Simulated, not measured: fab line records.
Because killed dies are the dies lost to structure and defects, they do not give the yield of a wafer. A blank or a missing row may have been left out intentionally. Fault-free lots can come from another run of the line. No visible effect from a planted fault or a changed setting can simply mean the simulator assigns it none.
A lot that was struck, set against a sound lot | flow n5Finfet | 14 out of 1938 route steps
Sound: these wafers, L188.1, L188.4, L188.5. Wafers L198.2, L198.3, L198.4 were the ones struck. The cause is given at the end.
Per side, at each step with rows, come the tool, then ch with its chambers, and then its first start. Under that, the readings that differ: sound wafers | struck wafers | difference of the means | sigmas: that difference in standard deviations of wafers without a fault.
alike: same words and numbers on both sides, and readings whose means sit less than 2 such deviations apart. not compared: any withheld reading, any reading some wafer has no value for, any bound like >300 that may hide the same value, and any number with overlapping values for which the record gives no deviation.
The two part at a step that has a row with sigmas, a row that says differs or no value, or rows on one side only. Numbers that have no deviation but don't overlap get no sigmas and don't part them. A reading missing from all wafers of one side parts the sides only when that side holds two or more wafers.

first, 7 steps without rows for these wafers: N5_SD_EPI_P_SRD_25 (time 30 s); N5_SD_ACTIVATION_RTA_00 (time 0 s); N5_SD_ACTIVATION_LSA_01 (time 0.0008 s); N5_ILD0_LINER_00 (material SiNx, target thk 4 nm, pulse time 1 s, purge time 2 s); N5_ILD0_FCVD_FILL_01 (material SiO2 flowable, target thk 200 nm, time 328.3 s); N5_ILD0_CURE_02 (time 1800 s); N5_ILD0_CMP_03 (polishes, stops on SiNx, t overpolish 1.9 s, target thk 197.38 nm).
N5_ILD0_CMP_07: polishes SiO2 flowable, stops on poly-Si, t overpolish 1.18 s, target thk 138.88 nm.
  sound on cmp-02 ch 0,1,2, day 5 06:34; struck on cmp-04 ch 1,2,3, day 7 15:14
  no value came back on the struck wafers for edgeZonePressureFrac, headPressurePsi (psi), motorCurrentA (A), tOverpolishS (s); on the sound wafers edgeZonePressureFrac reads 0.996 0.991 1.004
reading                                             | sound           | struck            | difference | sigmas
model.SiNx_of_DUMMY_GATE_HM_DEP_06.thkNm (nm)       | 0 0 0           | 76.8 77.4 76.4    | +76.9      | 
model.SiO2_flowable_of_ILD0_FCVD_FILL_01.thkNm (nm) | 137.6 138 139.4 | 195.8 196.4 197.2 | +58.1      | 
model.a-Si_of_DUMMY_GATE_CVD_03.thkNm (nm)          | 69.4 67.8 69.8  | 72 71.2 70.4      | +2         | 
N5_ILD0_THK_MEAS_08:
  struck on filmMetro-02, day 7 15:32; sound on filmMetro-01, day 5 06:49
reading    | sound             | struck            | difference | sigmas
thkNm (nm) | 137.5 137.6 139.5 | 195.7 196.4 197.4 | +58.3      | +60
N5_ILD0_PRECLEAN_10: cleans in NF3:NH3, afs cycles 5, time 20 s, sublimation time 60 s.
  sound on remotePlasma-01 ch 0, day 5 06:52; struck on remotePlasma-02 ch 0, day 7 15:41
reading                                             | sound             | struck            | difference | sigmas
rfPowerW (W)                                        | 30.27 30.21 30.14 | 29.94 30.08 29.88 | -0.24      | -3
model.SiO2_flowable_of_ILD0_FCVD_FILL_01.thkNm (nm) | 119 119.4 120.6   | 169.4 170 170.6   | +50.3      | 
then, 1 step without rows for these wafers: N5_ILD0_ALD_15 (deposits SiNx, target thk 24 nm, pulse time 1 s, ald cycles 480).
N5_ILD0_CMP_12: polishes SiNx, stops on poly-Si, t overpolish 6 s, target thk 17.67 nm.
  sound on cmp-04 ch 0,1,2, day 5 09:47; struck on cmp-02 ch 0,2,3, day 7 18:35
reading                                    | sound        | struck         | difference | sigmas
model.a-Si_of_DUMMY_GATE_CVD_03.thkNm (nm) | 68.8 67.2 69 | 71.4 70.4 69.8 | +2.2       | 
  alike: edgeZonePressureFrac, headPressurePsi, motorCurrentA
N5_BEOL_M4_RC_MEAS_101:
  the record has rows for the sound wafers here (prober-01 ch 0, day 10 17:26) and none for the struck ones
-- the record jumps here: 10 days lie between the struck wafers' starts before and after (it left off in module BEOL_M4 and takes up again in module PASSIVATION, whose first step shown is number 1936 of the route) --
N5_PASSIVATION_PROBE_49:
  struck on prober-02, day 18 01:54; sound on prober-01, day 15 03:46
reading          | sound       | struck         | difference | sigmas
killedAtFrontEnd | 52 73 73    | 1111 1109 1116 | +1046      | +87
killedDies       | 100 132 118 | 1180 1180 1180 | +1063      | +63
killedOnRim      | 9 15 7      | 152 152 152    | +142       | +42
  alike: killed_at_M0_to_M3, killed_at_M4_up, killedAtContacts, killedAtOther, killedOpen, killedShort

WHERE THEY PART
At N5_ILD0_CMP_07 first; at N5_PASSIVATION_PROBE_49 last (within this record only).

WHY: what had been put in by the simulator
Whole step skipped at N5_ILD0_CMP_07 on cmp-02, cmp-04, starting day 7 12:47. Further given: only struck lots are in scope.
